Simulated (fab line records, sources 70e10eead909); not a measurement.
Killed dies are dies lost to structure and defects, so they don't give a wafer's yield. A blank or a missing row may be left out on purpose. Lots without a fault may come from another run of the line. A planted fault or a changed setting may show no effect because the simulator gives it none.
Problem report in the 8D (eight disciplines) form, filled by code | flow nand_harc | the parts of the form that need people (team, actions taken, sign-off) are left out

1. THE PROBLEM
run_length_s at NHARC_A_SLIT_ETCH_29 reads a mean of 71.9 s on 3 wafers of 2 lots; wafers without a fault read 76.3 s with a standard deviation of 0.44. That is -10 standard deviations from the usual mean.
The step: etches the open film in CF4/O2, target depth 100 nm, overetch 10 nm, time 55 s.
First seen on wafer L330.4, day 16 20:34, on rie_diel-07. The record holds 42 wafers of 14 lots with a number at this step. Rule for "out", or "out of limits": more than 4 standard deviations from the usual mean. The other wafers with a number count as sound.

2. WHAT IT IS AND WHAT IT IS NOT
question                    | is                     | is not
which readings at this step | run_length_s           | drypump_motor_current_A, oes_o_777_au, oes_product_au, showerhead_plenum_p_Torr, throttle_valve_pct
which lots                  | L328, L330             | L320, L321, L322, L323, L324, L334, L335, L336, L337, L338, L342, L343
which wafers of those lots  | L328.3, L328.6, L330.4 | L328.1, L330.1, L330.5
read on which tools         | rie_diel-07            | rie_diel-05, rie_diel-11
when                        | from day 16 20:34      | up to then (17 sound wafers); but 22 sound wafers of L328, L334, L335, L336, L337, L338, L342, L343 came after

3. SUSPECTS, AND WHAT RULES EACH OUT
Counting: a tool at a process step up to the reading stays a suspect if it ran every lot that is out. Sound lots after the first of them don't rule it out here, since some wafers of a struck lot are sound.
- rie_diel-07 at NHARC_A_SLIT_ETCH_29 (etches the open film in CF4/O2, target depth 100 nm, overetch 10 nm, time 55 s): kept. It ran every lot that is out, first L330 (day 16 20:34); its last sound lot up to then is L324 (day 14 21:19). Its own readings are out on those wafers: run_length_s.
Left after counting: rie_diel-07 at NHARC_A_SLIT_ETCH_29.

4. THE CAUSE (what the simulator had put in)
Process parameter drift: rie_diel-07, from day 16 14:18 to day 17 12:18, at NHARC_A_SLIT_ETCH_29. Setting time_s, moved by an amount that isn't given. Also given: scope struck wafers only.
Counting left only this tool.

5. THE CHAIN OF EFFECTS, in route order
Each row: a reading whose mean over the struck wafers that have a number lies more than 3 standard deviations from the usual. Only readings for which the record gives a usual standard deviation are gone through. hours: the time from each lot's start at the first step in this table that gives one to its start at this step, as a median over the lots. sigmas: the change in usual standard deviations.
hours | step                 | reading      | usual  | on struck wafers | change | sigmas
0     | NHARC_A_SLIT_ETCH_29 | run_length_s | 76.3 s | 71.9             | -4.4   | -10
The process steps in it:
- NHARC_A_SLIT_ETCH_29: etches the open film in CF4/O2, target depth 100 nm, overetch 10 nm, time 55 s.
Readings that are blank on the struck wafers while sound wafers have them: bias_w at NHARC_A_SLIT_ETCH_29.

6. WHAT WOULD HAVE CAUGHT IT SOONER
In this record the first reading out of limits was taken at day 16 20:34, 6 hours after the fault began at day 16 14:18.
